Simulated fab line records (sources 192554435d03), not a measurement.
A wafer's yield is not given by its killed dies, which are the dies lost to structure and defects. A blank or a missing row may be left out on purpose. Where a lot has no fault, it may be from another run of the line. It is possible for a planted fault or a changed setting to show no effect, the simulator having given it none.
2 desks, one fault ; flow n5 finfet ; only its own numbers are on each desk; what lay behind them is given at the end

== FOR THE TOOL OWNER'S DESK: krf scanner-02 ==
The tool's own readings at N5_PASSIVATION_EXPOSE_07 (exposes mask TV, defocus 0 nm, target cd 3000 nm): means of the sampled wafers that have a number, for each lot that ran on this tool. A lot is out of limits, marked OUT, if its mean lies more than 4 standard deviations from the usual mean; the brackets give that distance.
Columns: A = exposure dose mJ cm2 at N5_PASSIVATION_EXPOSE_07, usual 22.756
lot;first seen here;A
L955;day 12 01:29;22.748
L958;day 12 07:30;22.754
L957;day 12 11:03;22.775
L959;day 13 21:31;22.745
L971;day 16 14:59;23.791 (+47) OUT
L973;day 16 20:01;23.748 (+45) OUT
This desk's verdict: out of limits on L971, L973, starting with L971 at day 16 14:59 (exposure dose mJ cm2 at N5_PASSIVATION_EXPOSE_07). L955, L958, L957, L959 stayed within limits.

== THE METROLOGY DESK ==
What the gauges read for every lot (on any tool): the sampled wafers with a number, averaged. A lot is out of limits, marked OUT, if its mean lies more than 4 standard deviations from the usual mean; the brackets give that distance.
Columns: A = V14_OVL at N5_BEOL_M15_OVL_MEAS_11, usual 2 nm; B = cd nm at N5_PASSIVATION_CD_MEAS_10, usual 3000.3 nm
lot;first seen here;A;B
L954;day 11 09:49;6;3001.5
L955;day 11 13:40;7;2999.2
L958;day 11 19:58;8;3000.5
L957;day 11 23:59;0;3000.0
L959;day 13 03:14;4;3001.3
L964;day 13 21:56;1;3000.9
L961;day 13 22:17;4;3001.2
L971;day 16 01:03;-1;3008.0 (+4.8) OUT
L973;day 16 04:02;-4;3010.4 (+6.3) OUT
L975;day 16 12:04;-1;2998.0
This desk's verdict: out of limits on L971, L973, starting with L971 at day 16 15:10 (cd nm at N5_PASSIVATION_CD_MEAS_10). L954, L955, L958, L957, L959, L964, L961, L975 stayed within limits.

== TAKEN TOGETHER ==
The tool owner's desk had the chance to raise an alarm at day 16 14:59 on L971, L973.
Metrology desk: alarm possible at day 16 15:10 on L971, L973.
Every lot named ran N5_PASSIVATION_EXPOSE_07 on krf scanner-02.

== WHAT THE SIMULATOR HAD INSERTED ==
Drift in process parameters on krf scanner-02 at N5_PASSIVATION_EXPOSE_07, starting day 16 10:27. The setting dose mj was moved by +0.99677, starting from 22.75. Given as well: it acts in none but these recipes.
Lots struck among those shown: L971, L973.
Time in hours from fault onset to the first out-of-limits reading at each desk: tool owner's desk 5, metrology desk 5.
